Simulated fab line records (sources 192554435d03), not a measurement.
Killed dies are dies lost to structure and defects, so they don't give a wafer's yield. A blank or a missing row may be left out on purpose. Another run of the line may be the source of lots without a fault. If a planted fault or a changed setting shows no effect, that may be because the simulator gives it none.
fab line records -- flow n5-finfet
[record] lots = 11, wafers = 33, last-day = 18
route steps=1938 shown BEOL_M5@1171 BEOL_M6@1194 PASSIVATION@1936
lots that met no fault: from a run of the same line without faults
start-h: hours from the record's opening day to when the first of the lot's shown wafers began -- wait-h: hours since the lot's step before -- " as in the row above -- L1.1+2: a row that stands for several wafers -- - no value, or no start given -- * or withheld: withheld -- < > ~ a bound
route shown NAME@n: NAME is a module with steps in the file, n the number in the route of the first one -- usual: mean/standard deviation taken from wafers without a fault -- same: alike in all rows -- chamber/n: place in a boat -- sites: readings site by site -- _std_site: the values' standard deviation -- _edge_site: mean of outer sites minus mean of inner sites -- radius-mm: for every site, how far away it sits from the centre of the wafer -- mask NAME#n: copy n -- behind: tool/chamber where the wafer was last shaped -- hold: reason for holding the lot/hours on hold/outcome of the hold -- device: the n, p or np transistor that did not switch -- end of line: the tests these same wafers got at the end of their route -- step lacking rows: just its recipe -- killed: dies that structure and defects cost at the first sort, which is not the same as the wafer's yield -- map: dies across one wafer; x = killed, . = not, _ = none there
set.NAME: the setting as run; set.NAME@STEP: as run at that earlier step -- model.NAME: the simulator's own value behind a step, which no gauge read
one table for each step of the route and one row for each wafer, over a sample of lots
services: from which hour (start-h, from the record's first day; less than 0 if before it) a tool's chamber was out of use, for how many hours, and why
[[steps]]
[step N5_BEOL_M5_PRE_CLEAN_45]
[recipe] gas = H2/He, time-s = 30, temp-c = 250
[usual] heater-power-w = 325/31
lot.wafer,tool,chamber,start-h,wait-h,heater-power-w
L612.2,pvd-sputter-02,-,191.33,0.0,332
L612.3,pvd-sputter-02,-,191.33,0.0,346
L612.5,pvd-sputter-02,-,191.33,0.0,297
L615.1,pvd-sputter-02,-,212.59,0.0,332
L615.4,pvd-sputter-02,-,212.59,0.0,345
L615.6,pvd-sputter-02,-,212.59,0.0,331
L619.1,pvd-sputter-02,-,234.32,0.0,336
L619.5,pvd-sputter-02,-,234.32,0.0,294
L619.6,pvd-sputter-02,-,234.32,0.0,338
L621.1,pvd-sputter-02,-,244.57,0.0,350
L621.3,pvd-sputter-02,-,244.57,0.0,302
L621.6,pvd-sputter-02,-,244.57,0.0,283
L620.1,pvd-sputter-03,-,245.51,0.0,315
L620.3,pvd-sputter-03,-,245.51,0.0,298
L620.4,pvd-sputter-03,-,245.51,0.0,298
L622.1,pvd-sputter-02,-,253.67,0.0,349
L622.3,pvd-sputter-02,-,253.67,0.0,285
L622.6,pvd-sputter-02,-,253.67,0.0,293
L623.3,pvd-sputter-01,-,253.68,0.0,409
L623.4,pvd-sputter-01,-,253.68,0.0,337
L623.5,pvd-sputter-01,-,253.68,0.0,411
L627.2,pvd-sputter-03,-,272.03,0.0,354
L627.4,pvd-sputter-03,-,272.03,0.0,317
L627.6,pvd-sputter-03,-,272.03,0.0,296
L625.1,pvd-sputter-01,-,277.81,0.0,411
L625.3,pvd-sputter-01,-,277.81,0.0,345
L625.6,pvd-sputter-01,-,277.81,0.0,321
L631.2,pvd-sputter-03,-,306.71,0.0,294
L631.4,pvd-sputter-03,-,306.71,0.0,349
L631.6,pvd-sputter-03,-,306.71,0.0,315
L632.1,pvd-sputter-02,-,316.61,0.0,334
L632.4,pvd-sputter-02,-,316.61,0.0,299
L632.5,pvd-sputter-02,-,316.61,0.0,304
[step N5_BEOL_M5_SURFACE_TREAT_87]
[recipe] gas = Ar, time-s = *, ion-energy-ev = *, ion-current-ma-cm2 = 0.5, pressure-mtorr = *, ar-flow-sccm = 30
[usual] throttle-valve-pct = *
lot.wafer,tool,chamber,start-h,wait-h,throttle-valve-pct
L612.2,pvd-sputter-01,-,191.75,0.2,*
L612.3,pvd-sputter-01,-,191.75,0.2,*
L612.5,pvd-sputter-01,-,191.75,0.2,*
L615.1,pvd-sputter-01,-,213.21,0.4,*
L615.4,pvd-sputter-01,-,213.21,0.4,*
L615.6,pvd-sputter-01,-,213.21,0.4,*
L619.1,pvd-sputter-01,-,234.61,0.1,*
L619.5,pvd-sputter-01,-,234.61,0.1,*
L619.6,pvd-sputter-01,-,234.61,0.1,*
L621.1,pvd-sputter-01,-,244.94,0.2,*
L621.3,pvd-sputter-01,-,244.94,0.2,*
L621.6,pvd-sputter-01,-,244.94,0.2,*
L620.1,pvd-sputter-03,-,245.83,0.1,*
L620.3,pvd-sputter-03,-,245.83,0.1,*
L620.4,pvd-sputter-03,-,245.83,0.1,*
L622.1,pvd-sputter-02,-,254.05,0.2,*
L622.3,pvd-sputter-02,-,254.05,0.2,*
L622.6,pvd-sputter-02,-,254.05,0.2,*
L623.3,pvd-sputter-02,-,254.09,0.2,*
L623.4,pvd-sputter-02,-,254.09,0.2,*
L623.5,pvd-sputter-02,-,254.09,0.2,*
L627.2,pvd-sputter-03,-,272.51,0.2,*
L627.4,pvd-sputter-03,-,272.51,0.2,*
L627.6,pvd-sputter-03,-,272.51,0.2,*
L625.1,pvd-sputter-01,-,278.31,0.3,*
L625.3,pvd-sputter-01,-,278.31,0.3,*
L625.6,pvd-sputter-01,-,278.31,0.3,*
L631.2,pvd-sputter-03,-,307.03,0.1,*
L631.4,pvd-sputter-03,-,307.03,0.1,*
L631.6,pvd-sputter-03,-,307.03,0.1,*
L632.1,pvd-sputter-01,-,316.97,0.2,*
L632.4,pvd-sputter-01,-,316.97,0.2,*
L632.5,pvd-sputter-01,-,316.97,0.2,*
[step N5_BEOL_M5_SPUTTER_83]
[recipe] material = Cu, target-thk-a = 150, temp-c = -20, chamber-pressure-pa = 0.07, power-w = withheld, time-s = 27.62
[usual] chuck-sensor-temp-C = -16.1/0.42, throttle-valve-pct = 30.2/1
lot.wafer,tool,chamber,start-h,wait-h,chuck-sensor-temp-C,throttle-valve-pct
L612.2,pvd-sputter-03,-,194.76,0.5,-15.4,31.0
L612.3,pvd-sputter-03,-,194.76,0.5,-16.7,28.9
L612.5,pvd-sputter-03,-,194.76,0.5,-16.8,29.1
L615.1,pvd-sputter-03,-,217.33,0.5,-16.6,29.4
L615.4,pvd-sputter-03,-,217.33,0.5,-15.5,30.7
L615.6,pvd-sputter-03,-,217.33,0.5,-16.4,31.7
L619.1,pvd-sputter-02,-,237.09,0.5,-15.8,29.6
L619.5,pvd-sputter-02,-,237.09,0.5,-16.3,31.4
L619.6,pvd-sputter-02,-,237.09,0.5,-15.6,29.3
L621.1,pvd-sputter-01,-,247.35,0.5,-15.6,29.5
L621.3,pvd-sputter-01,-,247.35,0.5,-16.3,30.7
L621.6,pvd-sputter-01,-,247.35,0.5,-16.4,30.9
L620.1,pvd-sputter-02,-,249.95,0.5,-16.0,29.6
L620.3,pvd-sputter-02,-,249.95,0.5,-15.6,29.4
L620.4,pvd-sputter-02,-,249.95,0.5,-15.5,28.0
L622.1,pvd-sputter-01,-,257.79,0.5,-16.6,30.1
L622.3,pvd-sputter-01,-,257.79,0.5,-16.1,30.6
L622.6,pvd-sputter-01,-,257.79,0.5,-16.3,31.1
L623.3,pvd-sputter-02,-,258.14,0.5,-15.7,27.8
L623.4,pvd-sputter-02,-,258.14,0.5,-16.1,29.8
L623.5,pvd-sputter-02,-,258.14,0.5,-16.4,31.4
L627.2,pvd-sputter-01,-,275.03,0.5,-16.5,29.8
L627.4,pvd-sputter-01,-,275.03,0.5,-16.2,31.0
L627.6,pvd-sputter-01,-,275.03,0.5,-16.3,30.8
L625.1,pvd-sputter-02,-,282.20,0.5,-15.8,28.0
L625.3,pvd-sputter-02,-,282.20,0.5,-16.1,30.1
L625.6,pvd-sputter-02,-,282.20,0.5,-15.6,29.8
L631.2,pvd-sputter-03,-,309.71,0.6,-15.8,30.9
L631.4,pvd-sputter-03,-,309.71,0.6,-16.4,31.6
L631.6,pvd-sputter-03,-,309.71,0.6,-15.6,30.9
L632.1,pvd-sputter-02,-,319.52,0.5,-15.7,29.4
L632.4,pvd-sputter-02,-,319.52,0.5,-15.8,29.9
L632.5,pvd-sputter-02,-,319.52,0.5,-15.8,27.9
[step N5_BEOL_M6_ILD_DEP_00]
[recipe] material = SiCOH_lowk, target-thk-a = 1797.5, temp-c = 300, precursor = DEMS/porogen, pressure-torr = 5, rf-w = 500, time-s = 33.4
[usual] heater-power-w = 331/36, rf-fwd-power-W = 494.5/2.2, showerhead-plenum-p-Torr = 5.741/0.018, throttle-valve-pct = 13.6/0.49
lot.wafer,tool,chamber,start-h,wait-h,heater-power-w,rf-fwd-power-W,showerhead-plenum-p-Torr,throttle-valve-pct
L612.2,pecvd-03,0,198.05,0.0,313,494.7,5.728,13.2
L612.3,pecvd-03,2,198.05,0.0,218,496.3,5.739,13.4
L612.5,pecvd-03,2,198.05,0.0,215,495.7,5.729,13.4
L615.1,pecvd-02,0,220.62,0.0,313,497.4,5.721,13.3
L615.4,pecvd-02,0,220.62,0.0,322,496.4,5.727,13.1
L615.6,pecvd-02,1,220.62,0.0,389,491.1,5.729,13.3
L619.1,pecvd-02,0,241.34,0.0,390,496.6,5.733,13.5
L619.5,pecvd-02,1,241.34,0.0,381,494.8,5.725,13.2
L619.6,pecvd-02,2,241.34,0.0,346,492.5,5.756,13.4
L621.1,pecvd-03,1,250.64,0.0,293,496.5,5.772,14.4
L621.3,pecvd-03,2,250.64,0.0,295,494.2,5.742,12.9
L621.6,pecvd-03,1,250.64,0.0,306,497.7,5.786,14.0
L620.1,pecvd-02,0,253.25,0.0,362,498.1,5.758,13.3
L620.3,pecvd-02,2,253.25,0.0,330,492.8,5.746,13.1
L620.4,pecvd-02,2,253.25,0.0,335,491.6,5.756,13.9
L622.1,pecvd-02,2,261.08,0.0,344,492.8,5.747,13.4
L622.3,pecvd-02,0,261.08,0.0,381,496.4,5.728,13.2
L622.6,pecvd-02,0,261.08,0.0,390,497.1,5.741,13.4
L623.3,pecvd-02,0,261.45,0.0,354,497.0,5.731,13.3
L623.4,pecvd-02,0,261.45,0.0,370,496.5,5.751,13.4
L623.5,pecvd-02,1,261.45,0.0,320,491.7,5.724,13.3
L627.2,pecvd-03,0,278.33,0.0,381,491.6,5.728,13.5
L627.4,pecvd-03,1,278.33,0.0,359,497.3,5.786,14.3
L627.6,pecvd-03,0,278.33,0.0,387,491.2,5.726,13.5
L625.1,pecvd-03,2,285.52,0.0,251,494.5,5.728,12.8
L625.3,pecvd-03,1,285.52,0.0,362,493.7,5.778,14.3
L625.6,pecvd-03,1,285.52,0.0,356,497.0,5.769,14.1
L631.2,pecvd-04,0,313.40,0.0,303,494.7,5.746,14.0
L631.4,pecvd-04,0,313.40,0.0,309,497.2,5.764,14.0
L631.6,pecvd-04,2,313.40,0.0,351,500.9,5.748,14.0
L632.1,pecvd-03,2,323.82,0.0,270,494.2,5.727,13.1
L632.4,pecvd-03,2,323.82,0.0,267,493.6,5.734,13.0
L632.5,pecvd-03,1,323.82,0.0,356,495.1,5.764,14.3
[step N5_BEOL_M6_THK_MEAS_01]
[recipe] reads = SiCOH_lowk_of_BEOL_M6_ILD_DEP_00
[usual] M6_ILD_THK = 154.8/2.1
lot.wafer,tool,chamber,start-h,wait-h,M6_ILD_THK[nm]
L612.2,film-metro-01,-,198.63,0.4,149.8
L612.3,film-metro-01,-,198.63,0.4,151.5
L612.5,film-metro-01,-,198.63,0.4,153.0
L615.1,film-metro-01,-,221.19,0.4,155.1
L615.4,film-metro-01,-,221.19,0.4,157.8
L615.6,film-metro-01,-,221.19,0.4,155.9
L619.1,film-metro-01,-,241.92,0.4,154.4
L619.5,film-metro-01,-,241.92,0.4,155.9
L619.6,film-metro-01,-,241.92,0.4,159.5
L621.1,film-metro-01,-,251.70,0.8,152.8
L621.3,film-metro-01,-,251.70,0.8,150.9
L621.6,film-metro-01,-,251.70,0.8,155.0
L620.1,film-metro-01,-,253.82,0.4,163.0
L620.3,film-metro-01,-,253.82,0.4,163.2
L620.4,film-metro-01,-,253.82,0.4,164.4
L622.1,film-metro-02,-,261.65,0.4,161.1
L622.3,film-metro-02,-,261.65,0.4,161.4
L622.6,film-metro-02,-,261.65,0.4,164.0
L623.3,film-metro-01,-,262.51,0.5,162.6
L623.4,film-metro-01,-,262.51,0.5,165.1
L623.5,film-metro-01,-,262.51,0.5,164.0
L627.2,film-metro-02,-,278.91,0.4,153.6
L627.4,film-metro-02,-,278.91,0.4,152.5
L627.6,film-metro-02,-,278.91,0.4,153.4
L625.1,film-metro-02,-,286.10,0.4,152.6
L625.3,film-metro-02,-,286.10,0.4,152.7
L625.6,film-metro-02,-,286.10,0.4,153.3
L631.2,film-metro-01,-,313.98,0.4,150.9
L631.4,film-metro-01,-,313.98,0.4,153.0
L631.6,film-metro-01,-,313.98,0.4,153.1
L632.1,film-metro-02,-,324.40,0.4,154.1
L632.4,film-metro-02,-,324.40,0.4,158.5
L632.5,film-metro-02,-,324.40,0.4,156.0
[step N5_PASSIVATION_PROBE_49]
[usual] defect-limited-yield = 91.2/1.5, killed_at_M0_to_M3 = 33/9.6, killed_at_M4_up = 14/5.6, killed-at-contacts = 14/5.5, killed-at-front-end = 40/13, killed-at-other = 4/3, killed-dies = 104/17, killed-open = 68/13, killed-short = 33/7.2, sort_bin_5_function = 5.2/0.95, sort_bin_6_memory = 3.3/0.62, sort_bin_8_speed = 0.00/0.012, sort-n-pass = 1076/17, sort-yield-pct = 91.2/1.5
[same] gross-dies = 1180, killed-at-back-side = 0, sort_bin_4_leakage[%] = 0
lot.wafer,tool,chamber,start-h,wait-h,defect-limited-yield[%],killed_at_M0_to_M3,killed_at_M4_up,killed-at-contacts,killed-at-front-end,killed-at-other,killed-dies,killed-open,killed-short,sort_bin_5_function[%],sort_bin_6_memory[%],sort_bin_8_speed[%],sort-n-pass,sort-yield-pct[%]
L612.2,prober-02,-,299.19,0.1,93.0,24,10,20,23,6,83,58,20,4.0,2.8,0,1097,93.0
L612.3,prober-02,-,299.24,0.1,93.3,27,17,10,23,2,79,55,21,4.3,1.9,0,1101,93.3
L612.5,prober-02,-,299.34,0.2,93.0,29,8,15,29,2,83,54,29,4.3,2.4,0,1097,93.0
L615.1,prober-01,-,315.08,0.0,91.1,24,17,5,57,2,105,73,28,5.3,3.2,0,1075,91.1
L615.4,prober-01,-,315.23,0.2,88.8,40,17,16,57,2,132,87,41,7.6,3.2,0,1048,88.8
L615.6,prober-01,-,315.33,0.3,88.5,63,19,5,47,2,136,99,30,6.4,4.3,0,1044,88.5
L619.1,prober-02,-,331.90,0.0,91.5,41,18,7,34,0,100,68,30,5.2,3.1,0,1080,91.5
L619.5,prober-02,-,332.10,0.2,92.8,23,10,13,37,2,85,48,33,4.2,2.8,0,1095,92.8
L619.6,prober-02,-,332.15,0.3,89.8,54,21,8,35,2,120,73,44,5.9,3.6,0,1060,89.8
L621.1,prober-02,-,341.92,0.0,91.4,20,5,20,54,2,101,69,29,4.4,3.6,0,1079,91.4
L621.3,prober-02,-,342.02,0.1,89.7,29,12,17,58,5,121,81,32,5.9,3.8,0,1059,89.7
L621.6,prober-02,-,342.17,0.3,90.8,35,13,15,45,1,109,71,29,5.9,2.8,0,1071,90.8
L623.3,prober-02,-,346.95,0.1,90.8,20,7,8,70,4,109,69,40,6.1,2.8,0,1071,90.8
L623.4,prober-02,-,347.00,0.2,92.6,19,7,14,45,2,87,59,26,4.1,2.8,0,1093,92.6
L623.5,prober-02,-,347.05,0.2,92.4,24,13,14,38,1,90,61,27,4.5,2.8,0,1090,92.4
L620.1,prober-02,-,347.15,0.2,90.6,28,21,16,41,5,111,77,31,5.8,3.2,0,1069,90.6
L620.3,prober-02,-,347.25,0.3,89.3,40,20,12,48,6,126,86,39,6.7,3.8,0,1054,89.3
L620.4,prober-02,-,347.30,0.4,92.6,28,14,14,30,1,87,56,28,4.4,2.7,0,1093,92.6
L622.1,prober-01,-,360.24,0.0,92.7,27,11,15,30,3,86,58,28,3.7,3.5,0,1094,92.7
L622.3,prober-01,-,360.34,0.1,91.3,40,13,13,28,9,103,73,28,4.7,3.6,0,1077,91.3
L622.6,prober-01,-,360.49,0.3,92.8,22,14,21,24,4,85,63,20,4.5,2.6,0,1095,92.8
L627.2,prober-02,-,366.86,0.1,92.9,25,11,16,29,3,84,65,17,3.6,3.3,0,1096,92.9
L627.4,prober-02,-,366.96,0.2,91.1,36,11,10,42,6,105,60,43,5.0,3.7,0,1075,91.1
L627.6,prober-02,-,367.06,0.3,93.9,14,13,16,27,2,72,40,30,3.3,2.5,0,1108,93.9
L625.1,prober-02,-,386.41,0.0,91.6,31,8,17,41,2,99,59,38,5.0,2.9,0,1081,91.6
L625.3,prober-02,-,386.51,0.1,93.3,18,9,13,36,3,79,49,23,3.6,2.5,0,1101,93.3
L625.6,prober-02,-,386.66,0.3,91.9,31,11,8,39,6,95,63,32,4.2,3.4,0,1085,91.9
L631.2,prober-02,-,409.54,0.1,90.8,43,3,15,46,2,109,75,29,4.5,4.0,0,1071,90.8
L631.4,prober-02,-,409.64,0.2,87.6,53,16,15,62,0,146,103,41,7.1,4.8,0,1034,87.6
L631.6,prober-02,-,409.74,0.3,91.6,30,12,14,41,2,99,63,33,4.6,3.7,0,1081,91.6
L632.1,prober-02,-,426.33,0.0,92.0,18,23,2,49,2,94,58,28,5.1,2.4,0,1086,92.0
L632.4,prober-02,-,426.48,0.2,90.7,36,10,6,53,5,110,69,37,5.3,3.5,0,1070,90.7
L632.5,prober-02,-,426.53,0.2,92.5,35,2,5,44,2,88,54,31,4.4,2.8,0.08,1091,92.5
// killed by level:class
L612.2 MOL_CONTACT_COAG:geometric-particle:open=13 BEOL_M3:geometric-particle:open=10 STI_FIN_REVEAL:geometric-particle:open=7 MOL_CONTACT_COAG:geometric-particle:short=5 BEOL_M0_SAQP:geometric-particle:open=4 BEOL_M4:geometric-particle:open=3 SPACER0:geometric-particle:open=3 GATE_CUT:geometric-particle:short=3
L612.3 BEOL_M0_SAQP:geometric-particle:open=8 BEOL_M3:geometric-particle:open=7 MOL_CONTACT_COAG:geometric-particle:open=7 BEOL_M4:geometric-particle:open=6 BEOL_M1:geometric-particle:open=4 STI_FIN_REVEAL:geometric-particle:open=3 DUMMY_GATE:geometric-particle:short=3 SDB:geometric-particle:short=3
L612.5 MOL_CONTACT_COAG:geometric-particle:open=12 BEOL_M0_SAQP:geometric-particle:open=9 DUMMY_GATE:geometric-particle:open=8 BEOL_M2:geometric-particle:open=6 BEOL_M0_SAQP:geometric-particle:short=6 BEOL_M8:geometric-particle:open=4 FIN_SAQP:geometric-particle:open=3 DUMMY_GATE:geometric-particle:short=3
L615.1 STI_FIN_REVEAL:geometric-particle:open=16 BEOL_M4:geometric-particle:open=10 DUMMY_GATE:geometric-particle:open=8 FIN_SAQP:geometric-particle:open=7 BEOL_M0_SAQP:geometric-particle:open=6 STARTING-WAFER:geometric-particle:open=6 STI_FIN_REVEAL:geometric-particle:short=5 BEOL_M1:geometric-particle:open=5
L615.4 FIN_SAQP:geometric-particle:open=17 BEOL_M2:geometric-particle:open=15 FIN_SAQP:geometric-particle:short=12 MOL_CONTACT_COAG:geometric-particle:open=11 STI_FIN_REVEAL:geometric-particle:open=9 BEOL_M0_SAQP:geometric-particle:short=9 BEOL_M4:geometric-particle:open=7 BEOL_M0_SAQP:geometric-particle:open=6
L615.6 STI_FIN_REVEAL:geometric-particle:open=17 BEOL_M1:geometric-particle:open=16 FIN_SAQP:geometric-particle:open=11 BEOL_M0_SAQP:geometric-particle:short=11 BEOL_M0_SAQP:geometric-particle:open=11 BEOL_M4:geometric-particle:open=10 BEOL_M2:geometric-particle:open=10 BEOL_M3:geometric-particle:open=6
L619.1 BEOL_M2:geometric-particle:open=12 STI_FIN_REVEAL:geometric-particle:open=9 BEOL_M4:geometric-particle:open=8 FIN_SAQP:geometric-particle:short=7 BEOL_M1:geometric-particle:open=7 MOL_CONTACT_COAG:geometric-particle:open=6 BEOL_M0_SAQP:geometric-particle:short=6 ILD0:geometric-particle:short=5
L619.5 FIN_SAQP:geometric-particle:short=13 MOL_CONTACT_COAG:geometric-particle:open=12 BEOL_M0:geometric-particle:open=5 FIN_SAQP:geometric-particle:open=4 BEOL_M2:geometric-particle:short=4 STI_FIN_REVEAL:geometric-particle:open=4 ILD0:geometric-particle:short=4 BEOL_M0_SAQP:geometric-particle:short=4
L619.6 BEOL_M2:geometric-particle:open=14 BEOL_M0_SAQP:geometric-particle:short=13 BEOL_M0_SAQP:geometric-particle:open=10 FIN_SAQP:geometric-particle:short=9 BEOL_M3:geometric-particle:open=7 BEOL_M4:geometric-particle:open=7 BEOL_M2:geometric-particle:short=6 ILD0:geometric-particle:short=5
L621.1 MOL_CONTACT_COAG:geometric-particle:open=17 STI_FIN_REVEAL:geometric-particle:open=14 FIN_SAQP:geometric-particle:short=7 FIN_SAQP:geometric-particle:open=6 DUMMY_GATE:geometric-particle:open=6 GATE_CUT:geometric-particle:short=6 BEOL_M1:geometric-particle:open=6 BEOL_M0_SAQP:geometric-particle:open=5
L621.3 FIN_SAQP:geometric-particle:open=17 MOL_CONTACT_COAG:geometric-particle:open=13 BEOL_M1:geometric-particle:open=11 DUMMY_GATE:geometric-particle:open=8 STI_FIN_REVEAL:geometric-particle:open=6 DUMMY_GATE:geometric-particle:short=5 BEOL_M0_SAQP:geometric-particle:short=5 MOL_CONTACT_COAG:geometric-particle:short=4
L621.6 FIN_SAQP:geometric-particle:open=14 BEOL_M0_SAQP:geometric-particle:open=13 MOL_CONTACT_COAG:geometric-particle:open=11 BEOL_M1:geometric-particle:open=8 BEOL_M0_SAQP:geometric-particle:short=6 STARTING-WAFER:geometric-particle:open=5 FIN_SAQP:geometric-particle:short=4 BEOL_M1:geometric-particle:short=4
L623.3 STI_FIN_REVEAL:geometric-particle:open=18 FIN_SAQP:geometric-particle:short=16 MOL_CONTACT_COAG:geometric-particle:open=8 GATE_CUT:geometric-particle:short=7 SPACER0:geometric-particle:open=6 STI_FIN_REVEAL:geometric-particle:short=4 SPACER0:geometric-particle:short=4 BEOL_M0_SAQP:geometric-particle:open=4
L623.4 GATE_CUT:geometric-particle:open=11 MOL_CONTACT_COAG:geometric-particle:open=11 STI_FIN_REVEAL:geometric-particle:open=7 FIN_SAQP:geometric-particle:open=5 BEOL_M0_SAQP:geometric-particle:open=5 BEOL_M1:geometric-particle:open=5 FIN_SAQP:geometric-particle:short=4 STI_FIN_REVEAL:geometric-particle:short=4
L623.5 MOL_CONTACT_COAG:geometric-particle:open=9 DUMMY_GATE:geometric-particle:open=8 GATE_CUT:geometric-particle:open=6 BEOL_M1:geometric-particle:open=6 MOL_CONTACT_COAG:geometric-particle:short=5 FIN_SAQP:geometric-particle:open=4 FIN_SAQP:geometric-particle:short=4 STI_FIN_REVEAL:geometric-particle:open=4
L620.1 MOL_CONTACT_COAG:geometric-particle:open=13 STI_FIN_REVEAL:geometric-particle:open=11 FIN_SAQP:geometric-particle:open=8 BEOL_M4:geometric-particle:open=8 BEOL_M0_SAQP:geometric-particle:open=7 BEOL_M3:geometric-particle:open=6 FIN_SAQP:geometric-particle:short=5 GATE_CUT:geometric-particle:short=5
L620.3 BEOL_M3:geometric-particle:open=15 STI_FIN_REVEAL:geometric-particle:open=13 MOL_CONTACT_COAG:geometric-particle:open=10 FIN_SAQP:geometric-particle:open=9 FIN_SAQP:geometric-particle:short=6 BEOL_M0_SAQP:geometric-particle:open=6 BEOL_M2:geometric-particle:open=6 BEOL_M4:geometric-particle:open=6
L620.4 MOL_CONTACT_COAG:geometric-particle:open=10 FIN_SAQP:geometric-particle:open=9 FIN_SAQP:geometric-particle:short=8 BEOL_M3:geometric-particle:open=8 BEOL_M0_SAQP:geometric-particle:short=8 STI_FIN_REVEAL:geometric-particle:open=4 MOL_CONTACT_COAG:geometric-particle:short=4 BEOL_M0_SAQP:geometric-particle:open=4
L622.1 MOL_CONTACT_COAG:geometric-particle:open=12 BEOL_M1:geometric-particle:open=10 STI_FIN_REVEAL:geometric-particle:open=7 FIN_SAQP:geometric-particle:open=6 BEOL_M2:geometric-particle:open=5 BEOL_M3:geometric-particle:open=5 FIN_SAQP:geometric-particle:short=4 BEOL_M2:geometric-particle:short=4
L622.3 MOL_CONTACT_COAG:geometric-particle:open=12 BEOL_M2:geometric-particle:open=12 BEOL_M1:geometric-particle:open=10 BEOL_M1:geometric-particle:short=6 DUMMY_GATE:geometric-particle:open=5 STARTING-WAFER:geometric-particle:open=5 FIN_SAQP:geometric-particle:open=4 GATE_CUT:geometric-particle:short=4
L622.6 MOL_CONTACT_COAG:geometric-particle:open=17 BEOL_M4:geometric-particle:open=7 FIN_SAQP:geometric-particle:open=6 BEOL_M1:geometric-particle:open=6 DUMMY_GATE:geometric-particle:open=4 BEOL_M3:geometric-particle:open=4 MOL_CONTACT_COAG:geometric-particle:short=4 BEOL_M2:geometric-particle:open=4
L627.2 MOL_CONTACT_COAG:geometric-particle:open=16 STI_FIN_REVEAL:geometric-particle:open=9 BEOL_M0_SAQP:geometric-particle:open=6 BEOL_M3:geometric-particle:open=6 BEOL_M0_SAQP:geometric-particle:short=5 BEOL_M2:geometric-particle:open=4 FIN_SAQP:geometric-particle:open=3 DUMMY_GATE:geometric-particle:open=3
L627.4 BEOL_M0_SAQP:geometric-particle:short=15 BEOL_M0_SAQP:geometric-particle:open=9 FIN_SAQP:geometric-particle:open=7 BEOL_M3:geometric-particle:open=7 GATE_CUT:geometric-particle:open=6 BEOL_M4:geometric-particle:open=6 MOL_CONTACT_COAG:geometric-particle:open=6 FIN_SAQP:geometric-particle:short=5
L627.6 MOL_CONTACT_COAG:geometric-particle:open=12 GATE_CUT:geometric-particle:short=5 DUMMY_GATE:geometric-particle:open=4 MOL_CONTACT_COAG:geometric-particle:short=4 BEOL_M10:geometric-particle:open=4 FIN_SAQP:geometric-particle:short=3 GATE_CUT:geometric-particle:open=3 BEOL_M4:geometric-particle:open=3
L625.1 FIN_SAQP:geometric-particle:open=12 MOL_CONTACT_COAG:geometric-particle:open=9 FIN_SAQP:geometric-particle:short=8 STI_FIN_REVEAL:geometric-particle:open=7 MOL_CONTACT_COAG:geometric-particle:short=7 BEOL_M2:geometric-particle:open=7 BEOL_M2:geometric-particle:short=6 BEOL_M3:geometric-particle:open=6
L625.3 MOL_CONTACT_COAG:geometric-particle:open=13 FIN_SAQP:geometric-particle:open=6 HKMG_FIN:area-etch=6 FIN_SAQP:geometric-particle:short=5 STI_FIN_REVEAL:geometric-particle:open=4 BEOL_M3:geometric-particle:short=4 DUMMY_GATE:geometric-particle:open=4 BEOL_M4:geometric-particle:open=4
L625.6 FIN_SAQP:geometric-particle:open=11 BEOL_M1:geometric-particle:open=8 STI_FIN_REVEAL:geometric-particle:open=7 MOL_CONTACT_COAG:geometric-particle:open=7 FIN_SAQP:geometric-particle:short=6 BEOL_M2:geometric-particle:open=6 BEOL_M4:geometric-particle:open=6 GATE_CUT:geometric-particle:short=4
L631.2 STI_FIN_REVEAL:geometric-particle:open=19 MOL_CONTACT_COAG:geometric-particle:open=14 BEOL_M3:geometric-particle:open=9 BEOL_M0_SAQP:geometric-particle:open=8 BEOL_M2:geometric-particle:open=6 BEOL_M0_SAQP:geometric-particle:short=6 FIN_SAQP:geometric-particle:open=5 BEOL_M3:geometric-particle:short=5
L631.4 STI_FIN_REVEAL:geometric-particle:open=34 MOL_CONTACT_COAG:geometric-particle:open=13 BEOL_M2:geometric-particle:open=12 BEOL_M3:geometric-particle:open=11 BEOL_M0_SAQP:geometric-particle:short=10 FIN_SAQP:geometric-particle:open=8 BEOL_M0_SAQP:geometric-particle:open=8 STI_FIN_REVEAL:geometric-particle:short=7
L631.6 MOL_CONTACT_COAG:geometric-particle:open=11 STI_FIN_REVEAL:geometric-particle:open=9 BEOL_M3:geometric-particle:open=8 FIN_SAQP:geometric-particle:open=7 STI_FIN_REVEAL:geometric-particle:short=6 BEOL_M2:geometric-particle:open=6 BEOL_M4:geometric-particle:open=6 FIN_SAQP:geometric-particle:short=5
L632.1 FIN_SAQP:geometric-particle:open=8 DUMMY_GATE:geometric-particle:open=8 BEOL_M4:geometric-particle:open=8 STI_FIN_REVEAL:geometric-particle:open=7 GATE_CUT:geometric-particle:short=7 BEOL_M3:geometric-particle:open=5 BEOL_M8:geometric-particle:open=5 BEOL_M0_SAQP:geometric-particle:short=4
L632.4 BEOL_M2:geometric-particle:open=13 FIN_SAQP:geometric-particle:open=12 FIN_SAQP:geometric-particle:short=10 STI_FIN_REVEAL:geometric-particle:open=9 DUMMY_GATE:geometric-particle:open=8 BEOL_M3:geometric-particle:open=7 MOL_CONTACT_COAG:geometric-particle:open=6 BEOL_M0_SAQP:geometric-particle:short=5
L632.5 STI_FIN_REVEAL:geometric-particle:open=13 FIN_SAQP:geometric-particle:open=9 BEOL_M3:geometric-particle:open=8 BEOL_M0_SAQP:geometric-particle:short=8 STI_FIN_REVEAL:geometric-particle:short=5 BEOL_M0_SAQP:geometric-particle:open=5 BEOL_M1:geometric-particle:open=5 FIN_SAQP:geometric-particle:short=4
[[services]]
tool,chamber,start-h,hours,kind
pecvd-03,-,186.52,0.8,repair
pecvd-03,2,202.38,-,clean
pecvd-03,2,202.38,-,consumable-replace:showerhead
pecvd-03,2,202.38,29.0,scheduled-down
pecvd-03,2,202.38,29.0,vent-cycle
pecvd-04,-,227.99,28.1,pm
pecvd-03,1,252.32,5.5,scheduled-down
pecvd-04,-,272.95,0.7,repair
pvd-sputter-02,-,305.59,2.2,repair
pecvd-03,0,307.67,5.5,scheduled-down
pecvd-02,1,313.98,5.0,scheduled-down
pecvd-04,2,320.66,16.5,scheduled-down
[[key]]
[first-sign] step = N5_BEOL_M6_THK_MEAS_01, reading = M6_ILD_THK, direction = up, sigmas = 4, usual = 154.8, struck = 163.2
effect none on later readings
met-at N5_BEOL_M6_ILD_DEP_00
struck-lots L620,L622,L623
not-acting-at N5_BEOL_M5_PRE_CLEAN_45,N5_BEOL_M5_SURFACE_TREAT_87,N5_BEOL_M5_SPUTTER_83
onset-between 241.34 253.25
[earlier-fault] kind = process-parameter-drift, tool = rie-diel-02, chamber = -, onset-h = 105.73, steps = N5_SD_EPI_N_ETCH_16, channel = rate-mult, offset = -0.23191, shape = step
[fault] kind = process-parameter-drift, tool = pecvd-02, chamber = -, onset-h = 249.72, steps = N5_BEOL_M6_ILD_DEP_00, channel = target-thk-a, offset = *, shape = step, acts-in = *, stated = *
